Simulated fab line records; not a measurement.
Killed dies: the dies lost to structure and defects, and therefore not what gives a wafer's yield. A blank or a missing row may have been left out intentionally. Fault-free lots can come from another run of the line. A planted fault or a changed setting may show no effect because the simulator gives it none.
fab line records	flow n5Finfet
record: lots: 11	wafers: 29	lastDay: 18
route steps=1938 shown BEOL_M0@722 BEOL_M1@751 BEOL_M4@1111 PASSIVATION@1936
lots that met no fault: taken from a fault-free run of the same line
startH: the number of hours between the record's first day and the start of the first shown wafer of the lot	waitH: hours from the lot's prior step to this one	" repeats the value in the row above	L1.1+2: a row that stands for several wafers	- no value present, or no start provided	* or withheld: withheld	< > ~ a bound
route shown NAME@n: NAME is a module with steps in the file, n the number in the route of the first one	usual: mean/standard deviation of fault-free wafers	same: alike in all rows	chamber/n: place in a boat	sites: the reading at each site	_std_site: how widely they spread, as a standard deviation	_edge_site: inner sites' mean taken away from outer sites' mean	radiusMm: for every site, how far away it sits from the centre of the wafer	mask NAME#n: copy n	behind: the last tool/chamber to shape the wafer	hold: what put the lot on hold/how long, in hours/how the hold closed	device: the n, p or np transistor that did not switch	end of line: the tests these same wafers got at the end of their route	a step without rows: its recipe alone	killed: count of dies lost to structure and defects at first sort (not the wafer's yield)	map: a wafer's dies, marking killed ones x, the rest . and places with no die _
set.NAME: the run value of the setting; set.NAME@STEP: its run value at that earlier step	model.NAME: the simulator's own value behind a step, which no gauge read
the route's steps for a sample of lots (tables are steps, rows are wafers)
services: a tool's chamber out of use, with start hour (startH, from the record's first day; less than 0 if before it), hours out, and reason
== steps ==
step: N5_BEOL_M0_STRIP_142
recipe: chemistry: N2/H2	timeS: 10	powerW: 450	tempC: 40	pressureMtorr: 20	rfFrequencyHz: 6e+07	biasPowerW: 7	n2FlowSccm: 200	h2FlowSccm: 200
usual: drypumpMotorCurrentA: 5.6/0.41	oesProductAu: 0.79/0.059	rfVppV: 59.1/0.85	showerheadPlenumPTorr: 2.53/0.093	throttleValvePct: 23.6/0.33
lot.wafer	tool	chamber	startH	waitH	drypumpMotorCurrentA	oesProductAu	rfHoursCounterH	rfVppV	showerheadPlenumPTorr	throttleValvePct
L415.2	rieDiel-01	1	115.64	0.0	5.8	0.82	75	58.3	2.44	23.0
L415.3	"	0	"	"	6.2	0.76	105	58.1	2.43	23.4
L415.5	"	0	"	"	6.2	0.77	-	59.0	2.43	23.4
L416.3	rieDiel-01	2	122.08	0.0	5.7	0.83	71	60.6	2.57	23.4
L416.4	"	0	"	"	6.2	0.77	107	57.9	2.43	23.4
L416.6	"	3	"	"	5.4	0.77	-	57.8	2.47	24.0
L417.1	rieDiel-01	2	130.15	0.0	5.6	0.83	73	60.1	2.57	23.4
L417.2	"	1	"	"	5.8	0.81	80	58.8	2.44	23.0
L417.6	"	1	"	"	5.8	0.82	-	60.8	2.44	23.0
L418.3	rieDiel-04	3	138.13	0.0	5.7	0.72	183	58.6	2.63	23.7
L418.4	"	2	"	"	4.8	0.95	5	58.9	2.63	24.1
L418.5	"	1	"	"	5.8	0.80	-	58.8	2.55	23.6
L419.1	rieDiel-04	3	138.61	0.0	5.7	0.72	183	59.5	2.63	23.7
L419.4	"	0	"	"	5.5	0.70	229	59.1	2.42	23.9
L420.1	rieDiel-01	2	152.07	0.0	5.6	0.80	82	60.6	2.57	23.4
L420.6	"	3	"	"	5.4	0.75	-	58.6	2.46	24.0
L424.2	rieDiel-01	2	171.34	0.0	5.6	0.80	87	60.2	2.57	23.4
L424.3	"	3	"	"	5.5	0.76	127	60.1	2.46	24.0
L424.4	"	0	"	"	6.3	0.75	124	58.2	2.42	23.5
L427.1	rieDiel-02	1	188.56	0.0	5.2	0.75	129	59.9	2.55	23.8
L427.3	"	0	"	"	6.2	0.79	126	59.5	2.42	23.6
L429.1	rieDiel-01	2	201.79	0.0	5.6	0.79	97	57.9	2.56	23.4
L429.3	"	0	"	"	6.2	0.75	135	58.8	2.41	23.5
L435.1	rieDiel-01	2	239.14	0.0	5.6	0.77	110	60.3	2.56	23.4
L435.3	"	1	"	"	5.8	0.77	117	60.5	2.42	23.1
L435.5	"	3	"	"	5.4	0.73	-	58.8	2.45	24.1
L437.3	rieDiel-02	3	250.57	0.0	4.9	0.81	71	60.9	2.61	24.0
L437.5	"	0	"	"	6.2	0.76	-	59.0	2.42	23.6
L437.6	"	1	"	"	5.2	0.73	-	60.2	2.54	23.8
step: N5_BEOL_M0_OCD_MEAS_108
usual: trenchDepthNm: 32.8/0.67
lot.wafer	tool	chamber	startH	waitH	trenchDepthNm
L415.2	ocd-01	-	115.72	0.1	32.7
L415.3	"	-	"	"	32.1
L415.5	"	-	"	"	32.9
L416.3	ocd-02	-	122.17	0.1	32.5
L416.4	"	-	"	"	31.8
L416.6	"	-	"	"	32.2
L417.1	ocd-01	-	130.23	0.1	32.9
L417.2	"	-	"	"	34.0
L417.6	"	-	"	"	32.8
L418.3	ocd-01	-	138.22	0.1	33.0
L418.4	"	-	"	"	33.1
L418.5	"	-	"	"	33.2
L419.1	ocd-01	-	138.69	0.1	32.2
L419.4	"	-	"	"	33.7
L420.1	ocd-01	-	152.15	0.1	32.5
L420.6	"	-	"	"	32.8
L424.2	ocd-02	-	171.43	0.1	32.9
L424.3	"	-	"	"	33.2
L424.4	"	-	"	"	33.1
L427.1	ocd-01	-	188.63	0.1	33.2
L427.3	"	-	"	"	32.6
L429.1	ocd-01	-	201.87	0.1	33.0
L429.3	"	-	"	"	32.8
L435.1	ocd-01	-	239.22	0.1	32.2
L435.3	"	-	"	"	32.5
L435.5	"	-	"	"	32.8
L437.3	ocd-02	-	250.66	0.1	33.1
L437.5	"	-	"	"	33.3
L437.6	"	-	"	"	32.7
step: N5_BEOL_M0_ANNEAL_133
recipe: tempC: 400	timeS: 60	ambient: vacuum
usual: heaterPowerW: 828/80
lot.wafer	tool	chamber	startH	waitH	heaterPowerW
L415.2	pvdSputter-02	-	117.22	0.0	772
L415.3	"	-	"	"	847
L415.5	"	-	"	"	972
L416.3	pvdSputter-02	-	126.82	0.0	925
L416.4	"	-	"	"	863
L416.6	"	-	"	"	977
L417.1	pvdSputter-01	-	131.66	0.0	894
L417.2	"	-	"	"	747
L417.6	"	-	"	"	760
L418.3	pvdSputter-01	-	139.69	0.0	892
L418.4	"	-	"	"	754
L418.5	"	-	"	"	744
L419.1	pvdSputter-02	-	141.16	0.0	979
L419.4	"	-	"	"	795
L420.1	pvdSputter-01	-	155.69	0.0	888
L420.6	"	-	"	"	743
L424.2	pvdSputter-02	-	172.87	0.0	805
L424.3	"	-	"	"	901
L424.4	"	-	"	"	943
L427.1	pvdSputter-01	-	190.49	0.0	823
L427.3	"	-	"	"	762
L429.1	pvdSputter-02	-	207.81	0.0	775
L429.3	"	-	"	"	979
L435.1	pvdSputter-01	-	240.95	0.0	812
L435.3	"	-	"	"	762
L435.5	"	-	"	"	818
L437.3	pvdSputter-03	-	252.46	0.0	828
L437.5	"	-	"	"	733
L437.6	"	-	"	"	653
step: N5_BEOL_M1_ILD_DEP_00
recipe: material: SiOC	targetThkA: 790	tempC: 350	precursor: DEMS/O2	pressureTorr: 5	rfW: 500	timeS: 15.3
usual: heaterPowerOuterW: 224/34	heaterPowerW: 434/59	showerheadPlenumPTorr: 5.687/0.013	throttleValvePct: 12.4/0.88
lot.wafer	tool	chamber	startH	waitH	heaterPowerOuterW	heaterPowerW	showerheadPlenumPTorr	throttleValvePct
L415.2	pecvd-01	2	118.66	0.0	184	353	5.676	11.9
L415.3	"	0	"	"	206	476	5.694	11.4
L415.5	"	2	"	"	189	362	5.683	11.6
L416.3	pecvd-02	0	128.34	0.0	248	437	5.693	12.9
L416.4	"	2	"	"	288	480	5.683	11.6
L416.6	"	1	"	"	179	382	5.685	13.2
L417.1	pecvd-04	1	132.99	0.0	228	451	5.687	12.2
L417.2	"	0	"	"	214	428	5.657	12.0
L417.6	"	0	"	"	215	433	5.658	12.2
L418.3	pecvd-02	1	140.96	0.0	213	404	5.683	13.0
L418.4	"	0	"	"	229	419	5.684	13.0
L418.5	"	1	"	"	209	410	5.685	13.3
L419.1	pecvd-02	2	142.44	0.0	292	479	5.698	11.8
L419.4	"	1	"	"	189	382	5.676	13.1
L420.1	pecvd-01	2	157.05	0.0	168	331	5.693	11.5
L420.6	"	2	"	"	169	340	5.689	11.7
L424.2	pecvd-01	2	174.29	0.0	177	345	5.689	11.7
L424.3	"	0	"	"	239	524	5.681	11.8
L424.4	"	2	"	"	174	340	5.668	11.6
L427.1	pecvd-01	0	192.13	0.0	185	446	5.687	11.3
L427.3	"	0	"	"	191	464	5.706	11.7
L429.1	pecvd-01	1	209.23	0.0	224	414	5.716	13.9
L429.3	"	0	"	"	253	528	5.695	11.1
L435.1	pecvd-04	1	242.28	0.0	181	388	5.691	12.8
L435.3	"	2	"	"	308	512	5.662	10.3
L435.5	"	0	"	"	219	424	5.659	12.3
L437.3	pecvd-02	2	254.24	0.0	279	460	5.694	11.8
L437.5	"	0	"	"	237	436	5.682	13.2
L437.6	"	2	"	"	282	470	5.679	11.8
step: N5_BEOL_M1_THK_MEAS_01
recipe: reads: SiOC_of_BEOL_M1_ILD_DEP_00
usual: M1_ILD_THK: 79.1/1
lot.wafer	tool	chamber	startH	waitH	M1_ILD_THK[nm]
L415.2	filmMetro-02	-	118.73	0.1	79.5
L415.3	"	-	"	"	79.2
L415.5	"	-	"	"	80.1
L416.3	filmMetro-01	-	128.41	0.1	79.2
L416.4	"	-	"	"	80.1
L416.6	"	-	"	"	79.8
L417.1	filmMetro-02	-	133.05	0.0	77.2
L417.2	"	-	"	"	78.5
L417.6	"	-	"	"	79.7
L418.3	filmMetro-02	-	141.03	0.1	78.9
L418.4	"	-	"	"	78.9
L418.5	"	-	"	"	80.0
L419.1	filmMetro-02	-	142.51	0.0	78.2
L419.4	"	-	"	"	79.8
L420.1	filmMetro-02	-	157.11	0.0	77.9
L420.6	"	-	"	"	79.3
L424.2	filmMetro-01	-	174.36	0.1	78.9
L424.3	"	-	"	"	78.1
L424.4	"	-	"	"	80.4
L427.1	filmMetro-02	-	192.21	0.1	132.6
L427.3	"	-	"	"	78.9
L429.1	filmMetro-01	-	209.30	0.0	134.8
L429.3	"	-	"	"	77.7
L435.1	filmMetro-02	-	242.35	0.0	78.9
L435.3	"	-	"	"	79.4
L435.5	"	-	"	"	81.9
L437.3	filmMetro-02	-	254.31	0.1	79.2
L437.5	"	-	"	"	78.2
L437.6	"	-	"	"	79.9
step: N5_BEOL_M4_RC_MEAS_101
usual: DIBL_N: 35.8/2.2	DIBL_P: 35.3/2.7	IOFF_N: 0.16/0.043	IOFF_P: 0.21/0.043	ION_N: 676/15	ION_P: 463/9.1	SS_N: 71.4/0.77	SS_P: 73.0/0.79	VT_N: 250/4	VT_P: -249.8/2.8
lot.wafer	tool	chamber	startH	waitH	DIBL_N[mV/V]	DIBL_P[mV/V]	IOFF_N[nA/um]	IOFF_P[nA/um]	ION_N[uA/um]	ION_P[uA/um]	SS_N[mV/dec]	SS_P[mV/dec]	VT_N[mV]	VT_P[mV]
L415.2	prober-02	0	176.18	0.2	37.7	39.0	0.19	0.24	689	474	70.9	72.4	242	-246.0
L415.3	"	0	"	"	40.3	41.7	0.25	0.30	708	481	71.5	73.9	240	-244.5
L415.5	"	0	"	"	35.7	37.3	0.17	0.22	694	478	70.7	72.3	244	-247.6
L416.3	prober-01	0	185.57	0.3	33.6	32.6	0.11	0.16	674	460	70.4	72.6	254	-251.9
L416.4	"	0	"	"	35.9	34.8	0.14	0.20	674	461	71.5	72.8	252	-248.7
L416.6	"	0	"	"	35.9	34.9	0.14	0.20	691	472	71.7	73.2	251	-249.1
L417.1	prober-02	0	193.49	0.0	29.6	29.3	0.08	0.13	641	453	70.4	72.0	259	-254.3
L417.2	"	0	"	"	38.5	39.2	0.23	0.27	693	474	71.8	74.0	244	-245.1
L417.6	"	0	"	"	38.8	39.7	0.24	0.27	691	465	72.6	74.1	245	-245.0
L419.1	prober-02	0	197.47	0.0	35.9	35.7	0.13	0.19	645	447	71.4	73.9	255	-252.4
L419.4	"	0	"	"	38.0	37.9	0.19	0.22	697	470	71.5	74.1	246	-249.1
L418.3	prober-01	0	197.59	0.3	36.5	36.3	0.16	0.23	654	450	71.3	73.1	250	-249.0
L418.4	"	0	"	"	37.2	36.8	0.18	0.22	691	467	72.1	72.9	247	-250.4
L418.5	"	0	"	"	39.8	37.5	0.22	0.24	664	453	73.1	73.7	248	-246.8
L420.1	prober-02	0	216.24	0.0	37.4	36.2	0.17	0.24	681	474	71.5	73.3	251	-248.1
L420.6	"	0	"	"	38.7	38.2	0.19	0.28	695	475	72.6	73.8	247	-247.4
L424.2	prober-02	0	228.23	0.2	35.8	33.7	0.16	0.19	682	468	70.4	72.5	247	-248.5
L424.3	"	0	"	"	37.3	35.3	0.17	0.20	685	466	71.9	74.0	248	-251.6
L424.4	"	0	"	"	34.9	34.2	0.14	0.19	674	469	71.3	73.3	250	-251.7
L427.3	prober-01	0	247.90	0.3	34.9	34.8	0.15	0.17	687	463	72.2	72.9	249	-252.7
L429.3	prober-02	0	266.49	0.3	38.8	40.4	0.20	0.26	678	458	72.7	73.6	248	-247.3
L435.1	prober-01	0	309.86	0.0	34.8	32.2	0.11	0.18	671	458	71.5	72.6	254	-251.6
L435.3	"	0	"	"	34.6	30.8	0.10	0.16	649	457	71.3	72.3	258	-251.8
L435.5	"	0	"	"	37.2	34.4	0.14	0.21	669	468	71.7	73.1	252	-248.4
L437.3	prober-01	0	314.68	0.3	35.3	33.6	0.14	0.21	667	466	71.1	72.9	249	-250.5
L437.5	"	0	"	"	35.0	31.5	0.12	0.16	660	459	71.0	72.0	254	-252.2
L437.6	"	0	"	"	35.3	33.0	0.14	0.18	682	466	71.3	72.1	251	-250.8
step: N5_PASSIVATION_PROBE_49
usual: defectLimitedYield: 91.1/1.4	killed_at_M0_to_M3: 34/11	killed_at_M4_up: 14/5.6	killedAtContacts: 13/5.9	killedAtFrontEnd: 40/11	killedAtOther: 4/3.1	killedDies: 105/16	killedOnRim: 14/4.2	killedOpen: 68/11	killedShort: 34/8.4	sort_bin_5_function: 5.2/0.86	sort_bin_6_memory: 3.2/0.7	sort_bin_8_speed: 0.1/1.1	sortNPass: 1074/21	sortYieldPct: 91.0/1.8
same: grossDies: 1180	killedAtBackSide: 0	sort_bin_4_leakage[%]: 0
lot.wafer	tool	chamber	startH	waitH	defectLimitedYield[%]	killed_at_M0_to_M3	killed_at_M4_up	killedAtContacts	killedAtFrontEnd	killedAtOther	killedDies	killedOnRim	killedOpen	killedShort	sort_bin_5_function[%]	sort_bin_6_memory[%]	sort_bin_8_speed[%]	sortNPass	sortYieldPct[%]
L427.1	prober-01	-	347.38	0.0	0	1111	15	7	36	11	1180	152	60	29	97.0	2.7	0	0	0
L427.3	prober-01	-	347.48	0.1	88.6	46	13	6	58	12	135	27	86	39	6.1	4.2	0	1045	88.6
L429.1	prober-02	-	380.88	0.0	0	1114	8	14	32	12	1180	152	66	40	96.3	3.3	0	0	0
L429.3	prober-02	-	380.98	0.1	90.3	36	17	10	44	8	115	11	76	37	6.1	3.2	0	1065	90.3
killed by level:class
L427.1 BEOL_M1:areaEtch=1090 STI_FIN_REVEAL:geometricParticle:open=9 MOL_CONTACT_COAG:geometricParticle:open=7 BEOL_M0_SAQP:geometricParticle:short=6 BEOL_M5:geometricParticle:open=6 BEOL_M2:geometricParticle:open=6 GATE_CUT:geometricParticle:open=5 BEOL_M0_SAQP:geometricParticle:open=5
L427.3 BEOL_M3:geometricParticle:open=14 FIN_SAQP:geometricParticle:short=11 BEOL_M2:geometricParticle:open=11 HKMG_FIN:areaEtch=10 DUMMY_GATE:geometricParticle:open=8 BEOL_M0_SAQP:geometricParticle:short=8 STI_FIN_REVEAL:geometricParticle:open=7 GATE_CUT:geometricParticle:open=6
L429.1 BEOL_M1:areaEtch=1073 BEOL_M2:geometricParticle:open=13 BEOL_M0_SAQP:geometricParticle:short=11 MOL_CONTACT_COAG:geometricParticle:open=10 FIN_SAQP:geometricParticle:short=7 FIN_SAQP:geometricParticle:open=6 BEOL_M0_SAQP:geometricParticle:open=5 STI_FIN_REVEAL:geometricParticle:open=4
L429.3 FIN_SAQP:geometricParticle:open=14 FIN_SAQP:geometricParticle:short=8 MOL_CONTACT_COAG:geometricParticle:open=8 BEOL_M0_SAQP:geometricParticle:short=8 BEOL_M1:geometricParticle:open=8 BEOL_M2:geometricParticle:open=6 STI_FIN_REVEAL:geometricParticle:open=5 BEOL_M0_SAQP:geometricParticle:open=5
== services ==
tool	chamber	startH	hours	kind
pecvd-01	1	93.37	5.5	scheduledDown
pecvd-02	0	93.59	4.7	repair
pecvd-01	-	94.07	6.0	pm
pecvd-02	-	101.28	1.1	repair
pecvd-02	2	110.89	8.5	repair
rieDiel-01	-	116.22	0.3	repair
pecvd-02	0	131.36	4.5	repair
rieDiel-04	-	134.04	2.8	pm
pvdSputter-03	-	138.10	13.5	repair
pecvd-02	2	155.76	2.1	scheduledDown
pecvd-04	0	157.64	2.1	scheduledDown
pecvd-04	1	171.87	21.9	repair
pvdSputter-02	-	177.90	0.7	repair
pecvd-01	2	180.44	14.7	repair
rieDiel-02	2	180.71	1.5	repair
rieDiel-02	3	182.82	5.4	repair
pecvd-01	-	196.23	0.5	repair
pecvd-04	2	202.43	-	clean
rieDiel-01	-	205.96	2.7	repair
pecvd-01	2	214.88	2.1	scheduledDown
rieDiel-04	1	218.53	47.5	repair
pecvd-01	-	219.58	1.3	repair
rieDiel-02	2	251.79	2.0	repair
rieDiel-02	0	254.07	3.1	repair
== key ==
firstSign: step: N5_BEOL_M1_THK_MEAS_01	reading: M1_ILD_THK	direction: up	sigmas: 53	usual: 79.1	struck: 133.7
effect: step: N5_PASSIVATION_PROBE_49	reading: sort_bin_5_function	direction: up	sigmas: 99+	usual: 5.2	struck: 96.7
moreKillsBornAt: N5_BEOL_M1_ETCH_41@rieDiel-06: 1090	N5_BEOL_M1_ETCH_41@rieDiel-05: 1073
metAt N5_BEOL_M1_ILD_DEP_00
struckLots L427,L429
struckWafers L427.1,L429.1
laterRowsLeftOut L427.1,L429.1
baselineLoss: step: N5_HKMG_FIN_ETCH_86	wafers: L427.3
notActingAt N5_BEOL_M0_STRIP_142,N5_BEOL_M0_OCD_MEAS_108,N5_BEOL_M0_ANNEAL_133
onsetBetween 174.29 192.13
fault: kind: processParameterDrift	tool: pecvd-01	chamber: -	onsetH: 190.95	steps: N5_BEOL_M1_ILD_DEP_00	channel: timeS	offset: *	shape: step	endH: 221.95	scope: struckWafersOnly	actsIn: *	stated: *
laterRowsLeftOut: the simulator's readings of these wafers behind a module that went badly wrong aren't trusted and aren't shown, but for the sort
baselineLoss: these wafers lose ten dies or more at that step, a loss of the line's own and not of a fault; the sort's usual values leave them out
